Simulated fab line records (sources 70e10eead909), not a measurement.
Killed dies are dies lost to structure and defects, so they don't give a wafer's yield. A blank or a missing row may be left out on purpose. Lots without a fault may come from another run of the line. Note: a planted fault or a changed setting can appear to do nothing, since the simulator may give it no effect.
Chamber matching || flow nand harc || NHARC_A_CHANNEL_FILL_D2_ALD_14 on ald hk-01 has 4 sister chambers
The step deposits SiO2, target thk 2.5 nm, pulse time 10 s, ald cycles 25. 4 wafers are shown with their chamber, then 7 later ones without.

WAFERS, EACH WITH ITS CHAMBER
{"wafer": "L080.2", "chamber": 0, "heater power w (W)": 413}
{"wafer": "L080.6", "chamber": 1, "heater power w (W)": 610}
{"wafer": "L089.1", "chamber": 3, "heater power w (W)": 486}
{"wafer": "L089.2", "chamber": 2, "heater power w (W)": 478}

WAFERS WHOSE CHAMBER IS MISSING
{"wafer": "L089.6", "heater power w (W)": 480}
{"wafer": "L093.1", "heater power w (W)": 482}
{"wafer": "L093.3", "heater power w (W)": 568}
{"wafer": "L093.4", "heater power w (W)": 425}
{"wafer": "L096.1", "heater power w (W)": 468}
{"wafer": "L096.2", "heater power w (W)": 473}
{"wafer": "L096.5", "heater power w (W)": 470}

EACH ONE'S CHAMBER
{"wafer": "L089.6", "from the rows above": "can't be placed: 2 or 3", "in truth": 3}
{"wafer": "L093.1", "from the rows above": "can't be placed: 2 or 3", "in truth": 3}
{"wafer": "L093.3", "from the rows above": 1, "in truth": 1}
{"wafer": "L093.4", "from the rows above": 0, "in truth": 0}
{"wafer": "L096.1", "from the rows above": "can't be placed: 2 or 3", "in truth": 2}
{"wafer": "L096.2", "from the rows above": "can't be placed: 2 or 3", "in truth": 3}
{"wafer": "L096.5", "from the rows above": "can't be placed: 2 or 3", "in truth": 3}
2 of 7 placed correctly. Can't be placed from these rows: 5 (the true chamber is among the candidates in 5). Number placed wrongly: 0.
How it was worked out, from the rows above alone: a wafer's distance from a chamber is the root of the sum, over the readings, of the square of ((its reading less the chamber's mean) divided by the reading's scatter). If the next closest chamber is less than 2 further off than the closest, the wafer can't be placed; otherwise it belongs to the closest. Each chamber's mean is taken over the wafers shown for it. The scatter: with one shown wafer a chamber, the root of the mean of the squares of how far each hidden wafer lies from its nearest shown one.
